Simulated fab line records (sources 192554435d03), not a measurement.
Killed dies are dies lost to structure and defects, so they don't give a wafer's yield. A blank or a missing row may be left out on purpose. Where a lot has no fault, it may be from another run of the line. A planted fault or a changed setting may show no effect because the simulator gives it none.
Matching of chambers || flow n5_finfet || 4 sister chambers for N5_FIN_SAQP_SPACER1_ALD_24 on ald_sin-03
The step deposits SiO2, target thk 20.3 nm, pulse time 1 s, purge time 2 s. 8 wafers are shown with their chamber, then 10 later ones without.

== WAFERS, EACH WITH ITS CHAMBER ==
{"wafer": "L079.2", "chamber": 2, "heater_power_w (W)": 501, "chamber_pressure_Torr (Torr)": 1.995}
{"wafer": "L082.5", "chamber": 1, "heater_power_w (W)": 431, "chamber_pressure_Torr (Torr)": 1.993}
{"wafer": "L083.2", "chamber": 1, "heater_power_w (W)": 431, "chamber_pressure_Torr (Torr)": 2.003}
{"wafer": "L083.5", "chamber": 2, "heater_power_w (W)": 502, "chamber_pressure_Torr (Torr)": 2.001}
{"wafer": "L084.4", "chamber": 0, "heater_power_w (W)": 501, "chamber_pressure_Torr (Torr)": 2.001}
{"wafer": "L084.5", "chamber": 3, "heater_power_w (W)": 480, "chamber_pressure_Torr (Torr)": 1.997}
{"wafer": "L085.1", "chamber": 0, "heater_power_w (W)": 509, "chamber_pressure_Torr (Torr)": 2.009}
{"wafer": "L085.4", "chamber": 3, "heater_power_w (W)": 475, "chamber_pressure_Torr (Torr)": 1.989}

== WAFERS WHOSE CHAMBER IS MISSING ==
{"wafer": "L085.6", "heater_power_w (W)": 428, "chamber_pressure_Torr (Torr)": 1.997}
{"wafer": "L087.3", "heater_power_w (W)": 508, "chamber_pressure_Torr (Torr)": 2.004}
{"wafer": "L087.4", "heater_power_w (W)": 425, "chamber_pressure_Torr (Torr)": 2.005}
{"wafer": "L087.6", "heater_power_w (W)": 493, "chamber_pressure_Torr (Torr)": 2.008}
{"wafer": "L088.1", "heater_power_w (W)": 497, "chamber_pressure_Torr (Torr)": 1.993}
{"wafer": "L088.2", "heater_power_w (W)": 471, "chamber_pressure_Torr (Torr)": 1.999}
{"wafer": "L088.6", "heater_power_w (W)": 432, "chamber_pressure_Torr (Torr)": 1.995}
{"wafer": "L089.1", "heater_power_w (W)": 431, "chamber_pressure_Torr (Torr)": 2.005}
{"wafer": "L089.2", "heater_power_w (W)": 502, "chamber_pressure_Torr (Torr)": 2.001}
{"wafer": "L089.4", "heater_power_w (W)": 493, "chamber_pressure_Torr (Torr)": 2.007}

== WHICH CHAMBER EACH ONE RAN IN ==
{"wafer": "L085.6", "from the rows above": 1, "in truth": 1}
{"wafer": "L087.3", "from the rows above": "can't be placed: 0 or 2", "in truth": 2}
{"wafer": "L087.4", "from the rows above": 1, "in truth": 1}
{"wafer": "L087.6", "from the rows above": "can't be placed: 2 or 0", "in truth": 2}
{"wafer": "L088.1", "from the rows above": "can't be placed: 2 or 0", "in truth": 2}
{"wafer": "L088.2", "from the rows above": 3, "in truth": 3}
{"wafer": "L088.6", "from the rows above": 1, "in truth": 1}
{"wafer": "L089.1", "from the rows above": 1, "in truth": 1}
{"wafer": "L089.2", "from the rows above": "can't be placed: 2 or 0", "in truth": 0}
{"wafer": "L089.4", "from the rows above": "can't be placed: 2 or 0", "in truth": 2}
5 of 10 placed correctly. Can't be placed from these rows: 5 (the true chamber is among the candidates in 5). Number placed wrongly: 0.
How it was worked out, from the rows above alone: a wafer's distance from a chamber is the root of the sum, over the readings, of the square of ((its reading less the chamber's mean) divided by the reading's scatter). The wafer belongs to the nearest chamber; if the next one is less than 2 further off, it can't be placed. The mean given for a chamber averages the wafers shown for that chamber. The scatter: the root of (the sum of the squares of (reading less its chamber's mean) over the shown wafers, divided by (wafers less chambers)).
